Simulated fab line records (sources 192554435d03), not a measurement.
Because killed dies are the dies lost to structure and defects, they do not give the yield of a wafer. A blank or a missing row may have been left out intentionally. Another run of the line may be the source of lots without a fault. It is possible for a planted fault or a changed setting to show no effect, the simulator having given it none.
What tool caused it? | flow n5Finfet | 12 lots, 36 wafers sampled, at 5 steps of a route of 1938

== WHAT THE GAUGES READ, wafer by wafer ==
N5_BEOL_M6_CD_MEAS_18: pitch 80 nm, target cd 40 nm.
lot  | measured     | on       | cdNm (nm)
L075 | day 10 01:27 | cdSem-03 | 40.3 39.8 40.1
L078 | day 10 22:35 | cdSem-02 | 39.9 39.3 39.5
L079 | day 11 01:55 | cdSem-03 | 39.5 39.4 39.1
L081 | day 11 10:08 | cdSem-03 | 40.2 39.6 39.9
L083 | day 12 02:34 | cdSem-02 | 39.7 39.7 40.0
L086 | day 12 11:29 | cdSem-01 | 39.7 39.9 39.5
L087 | day 13 02:20 | cdSem-03 | 39.1 40.3 40.1
L089 | day 13 10:40 | cdSem-03 | 40.3 39.6 40.3
L091 | day 14 05:36 | cdSem-03 | 39.7 39.4 39.1
L093 | day 14 14:58 | cdSem-02 | 39.2 40.3 40.0
L095 | day 14 21:57 | cdSem-03 | 38.8 39.4 39.4
L097 | day 15 22:05 | cdSem-03 | 39.6 40.1 39.2

== TOOL THAT RAN EACH LOT (tool first, then ch and the chambers of the sampled wafers, then the start) ==
lot  | N5_BEOL_M5_STRIP_36               | N5_BEOL_M5_ANNEAL_82        | N5_BEOL_M5_CMP_52             | N5_BEOL_M5_PRE_CLEAN_77
L075 | rieDiel-04 ch 2,3, day 9 14:56    | pvdSputter-01, day 9 18:44  | cmp-03 ch 1,3, day 9 22:31    | cvdCo-02 ch 1,2, day 9 22:49
L078 | rieDiel-01 ch 0,1, day 10 13:26   | pvdSputter-01, day 10 16:06 | cmp-03 ch 1,2, day 10 20:04   | cvdCo-02 ch 0,2, day 10 20:24
L079 | rieDiel-01 ch 0,1,3, day 10 14:25 | pvdSputter-02, day 10 18:53 | cmp-03 ch 1,2,3, day 10 22:39 | cvdCo-02 ch 0,1, day 10 22:56
L081 | rieDiel-06 ch 0,1, day 10 23:31   | pvdSputter-03, day 11 02:40 | cmp-03 ch 0,1,3, day 11 06:20 | cvdCo-01 ch 0,1,2, day 11 06:40
L083 | rieDiel-06 ch 0,2,3, day 11 15:55 | pvdSputter-01, day 11 18:47 | cmp-04 ch 1,2,3, day 11 22:53 | cvdCo-01 ch 1,2, day 11 23:13
L086 | rieDiel-04 ch 0,1,2, day 11 22:35 | pvdSputter-03, day 12 01:40 | cmp-01 ch 0,2,3, day 12 05:56 | cvdCo-02 ch 0,1,2, day 12 06:20
L087 | rieDiel-06 ch 0,1,2, day 12 15:44 | pvdSputter-03, day 12 18:43 | cmp-03 ch 0,2,3, day 12 22:23 | cvdCo-02 ch 0,1,2, day 12 22:44
L089 | rieDiel-06 ch 0,2,3, day 13 00:43 | pvdSputter-01, day 13 03:54 | cmp-04 ch 0,1,3, day 13 07:35 | cvdCo-01 ch 0,2, day 13 07:55
L091 | rieDiel-06 ch 0,1,3, day 13 18:56 | pvdSputter-02, day 13 21:34 | cmp-03 ch 0,1,3, day 14 01:19 | cvdCo-01 ch 0,1,2, day 14 01:35
L093 | rieDiel-01 ch 0,1,3, day 14 04:19 | pvdSputter-03, day 14 07:26 | cmp-01 ch 0,1, day 14 11:10   | cvdCo-01 ch 0,2, day 14 11:28
L095 | rieDiel-01 ch 2,3, day 14 11:06   | pvdSputter-03, day 14 13:48 | cmp-04 ch 0,1,3, day 14 17:35 | cvdCo-01 ch 0,2, day 14 17:49
L097 | rieDiel-04 ch 0,1,2, day 15 10:55 | pvdSputter-02, day 15 13:26 | cmp-04 ch 0,1,3, day 15 17:19 | cvdCo-02 ch 0,2, day 15 17:36
- N5_BEOL_M5_STRIP_36: strips in N2/H2.
- N5_BEOL_M5_ANNEAL_82: time 1800 s.
- N5_BEOL_M5_CMP_52: polishes, stops on SiCOH lowk, t overpolish 6.9 s, target thk 62 nm.
- N5_BEOL_M5_PRE_CLEAN_77: time 15 s.

== THE ANSWER, worked out from the rows above alone ==
Rule: what is usual is taken from the lots themselves. Put in order of their means at a reading, lots are off if they are a third of the lots or fewer, leave a main group of 4 or more, and stand apart from it by a gap of 3 or more times the standard deviation of the main group's means; of several such gaps the widest counts. A main group whose means are all the same, to the digits that the tables above print for the reading, isn't used. Also off: a lot with no number at a reading for which 4 or more lots have one. Any other lot the step has rows for is counted as sound.
Across all readings shown, no lot is off: no conclusion can be drawn from this.

== WHAT WAS PUT IN BY THE SIMULATOR ==
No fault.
